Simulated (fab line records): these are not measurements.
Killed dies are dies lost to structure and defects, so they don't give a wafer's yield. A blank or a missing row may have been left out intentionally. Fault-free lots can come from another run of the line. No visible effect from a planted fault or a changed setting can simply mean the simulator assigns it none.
A lot that was struck, set against a sound lot | flow nand harc | 15 out of 1302 route steps
Sound: wafers L283.1, L283.2, L283.4. Wafers L294.2, L294.3, L294.4 were the ones struck. The cause is given at the end.
Per side, at each step with rows, come the tool, then ch with its chambers, and then its first start. Under that, the readings that differ: sound wafers | struck wafers | difference of the means | sigmas: that difference in standard deviations of wafers without a fault.
alike: same words and numbers on both sides, and readings whose means sit less than 2 such deviations apart. not compared: any withheld reading, any reading some wafer has no value for, any bound like >300 that may hide the same value, and any number with overlapping values for which the record gives no deviation.
A row with sigmas, a row that says differs or no value, or rows on one side alone: a step with any of these is where the two part. When numbers do not overlap yet have no deviation, they are printed without sigmas and do not part them. Lack of a reading on every wafer of one side parts them only where that side has two or more wafers.

first, 7 steps without rows for these wafers: NHARC_P_ZERO_WELL_HMDS_45 (time 30 s); NHARC_P_ZERO_WELL_COAT_46; NHARC_P_ZERO_WELL_SOFTBAKE_47 (time 95 s); NHARC_P_ZERO_WELL_EBR_48; NHARC_P_ZERO_WELL_EXPOSE_49 (exposes mask P HVPW, target cd 2000 nm); NHARC_P_ZERO_WELL_PEB_50 (peb time 85 s); NHARC_P_ZERO_WELL_DEVELOP_51 (time 70 s).
NHARC_P_ZERO_WELL_CD_MEAS_52 targets a cd of 2000 nm.
  sound on cd sem-03 ch 0, day 3 14:20; struck on cd sem-03 ch 0, day 8 03:37
  alike: cd nm
then, 1 step without rows for these wafers: NHARC_P_ZERO_WELL_HARDBAKE_53 (time 80 s).
NHARC_P_ZERO_WELL_DESCUM_54: chemistry O2, time 3 s.
  sound on rie diel-03 ch 1,2,3, day 3 14:31; struck on rie diel-03 ch 0,2,3, day 8 03:46
  reading                | sound    | struck   | difference | sigmas
  rf hours counter h (h) | 51 47 48 | 22 22 24 | -26        |
  alike: drypump motor current A, oes product au, rf vpp V, showerhead plenum p Torr, throttle valve pct
then, 2 steps without rows for these wafers: NHARC_P_ZERO_WELL_IMPLANT_55; NHARC_P_ZERO_WELL_IMPLANT_61.
NHARC_P_ZERO_WELL_STRIP_56: strips in SPM, time 840 s.
  sound on wet bench-09 ch 0,3,5, day 3 15:02; struck on wet bench-09 ch 0,1,3, day 8 04:20
  reading          | sound             | struck            | difference | sigmas
  run length s (s) | 843.2 843.7 842.7 | 261.6 263.0 263.5 | -580.5     | -99 or more
then, 2 steps without rows for these wafers: NHARC_P_ZERO_WELL_PRECLEAN_68 (cleans in SC1, time 60 s); NHARC_END_SORT_01.

== WHERE THEY PART ==
Within this record, at NHARC_P_ZERO_WELL_STRIP_56 only.

WHY: what the simulator had put in
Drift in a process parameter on wet bench-09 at NHARC_P_ZERO_WELL_STRIP_56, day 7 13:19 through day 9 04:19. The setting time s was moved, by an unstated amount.
